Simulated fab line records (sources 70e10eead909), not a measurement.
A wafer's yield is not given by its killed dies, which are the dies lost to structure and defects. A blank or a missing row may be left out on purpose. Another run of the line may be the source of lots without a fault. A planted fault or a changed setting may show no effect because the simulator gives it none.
Matching of chambers || flow nand-harc || ald-hk-04 running NHARC_A_CHANNEL_FILL_D1_ALD_25: 4 sister chambers
The step deposits SiOx, target thk 60 nm, pulse time 10 s, ald cycles 600. 8 wafers are shown with their chamber, then 12 later ones without.

EACH WAFER AND ITS CHAMBER
{"wafer": "L086.5", "chamber": 3, "heater-power-w (W)": 541, "precursor-pulse-height-rel": 0.961}
{"wafer": "L086.6", "chamber": 0, "heater-power-w (W)": 512, "precursor-pulse-height-rel": 0.997}
{"wafer": "L090.4", "chamber": 2, "heater-power-w (W)": 519, "precursor-pulse-height-rel": 0.981}
{"wafer": "L090.5", "chamber": 1, "heater-power-w (W)": 513, "precursor-pulse-height-rel": 0.989}
{"wafer": "L090.6", "chamber": 0, "heater-power-w (W)": 543, "precursor-pulse-height-rel": 0.996}
{"wafer": "L087.4", "chamber": 1, "heater-power-w (W)": 502, "precursor-pulse-height-rel": 0.986}
{"wafer": "L087.2", "chamber": 2, "heater-power-w (W)": 508, "precursor-pulse-height-rel": 0.995}
{"wafer": "L087.3", "chamber": 3, "heater-power-w (W)": 539, "precursor-pulse-height-rel": 1.006}

WAFERS WITH NO CHAMBER GIVEN
{"wafer": "L087.1", "heater-power-w (W)": 526, "precursor-pulse-height-rel": 1.011}
{"wafer": "L087.6", "heater-power-w (W)": 517, "precursor-pulse-height-rel": 0.956}
{"wafer": "L087.5", "heater-power-w (W)": 524, "precursor-pulse-height-rel": 0.999}
{"wafer": "L093.1", "heater-power-w (W)": 514, "precursor-pulse-height-rel": 1.061}
{"wafer": "L093.2", "heater-power-w (W)": 554, "precursor-pulse-height-rel": 1.023}
{"wafer": "L093.6", "heater-power-w (W)": 535, "precursor-pulse-height-rel": 1.023}
{"wafer": "L096.3", "heater-power-w (W)": 526, "precursor-pulse-height-rel": 0.978}
{"wafer": "L096.1", "heater-power-w (W)": 545, "precursor-pulse-height-rel": 1.034}
{"wafer": "L096.2", "heater-power-w (W)": 542, "precursor-pulse-height-rel": 1.011}
{"wafer": "L096.4", "heater-power-w (W)": 512, "precursor-pulse-height-rel": 1.004}
{"wafer": "L096.5", "heater-power-w (W)": 528, "precursor-pulse-height-rel": 1.022}
{"wafer": "L096.6", "heater-power-w (W)": 548, "precursor-pulse-height-rel": 1.014}

WHICH CHAMBER EACH ONE RAN IN
{"wafer": "L087.1", "from the rows above": "can't be placed: 0 or 2 or 3 or 1", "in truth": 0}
{"wafer": "L087.6", "from the rows above": "can't be placed: 2 or 1 or 3 or 0", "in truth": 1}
{"wafer": "L087.5", "from the rows above": "can't be placed: 0 or 2 or 1 or 3", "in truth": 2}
{"wafer": "L093.1", "from the rows above": "can't be placed: 0 or 2 or 1 or 3", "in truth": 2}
{"wafer": "L093.2", "from the rows above": "can't be placed: 3 or 0 or 2 or 1", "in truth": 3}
{"wafer": "L093.6", "from the rows above": "can't be placed: 0 or 3 or 2 or 1", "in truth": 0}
{"wafer": "L096.3", "from the rows above": "can't be placed: 0 or 2 or 3 or 1", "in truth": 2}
{"wafer": "L096.1", "from the rows above": "can't be placed: 0 or 3 or 2 or 1", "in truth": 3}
{"wafer": "L096.2", "from the rows above": "can't be placed: 0 or 3 or 2 or 1", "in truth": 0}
{"wafer": "L096.4", "from the rows above": "can't be placed: 2 or 1 or 0 or 3", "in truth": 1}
{"wafer": "L096.5", "from the rows above": "can't be placed: 0 or 2 or 3 or 1", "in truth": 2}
{"wafer": "L096.6", "from the rows above": "can't be placed: 3 or 0 or 2 or 1", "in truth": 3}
Placed correctly: 0 of 12. Unplaceable from these rows: 12, with the true chamber sitting among the candidates in 12. Wrongly placed: 0.
How it was worked out, from the rows above alone: a wafer's distance from a chamber is the root of the sum, over the readings, of the square of ((its reading less the chamber's mean) divided by the reading's scatter). The wafer belongs to the nearest chamber; if the next one is less than 2 further off, it can't be placed. For every chamber, the mean is computed from those of its wafers that are shown. The scatter: take each reading less its chamber's mean, square it, sum over the shown wafers, divide by the number of wafers less the number of chambers, and take the root.
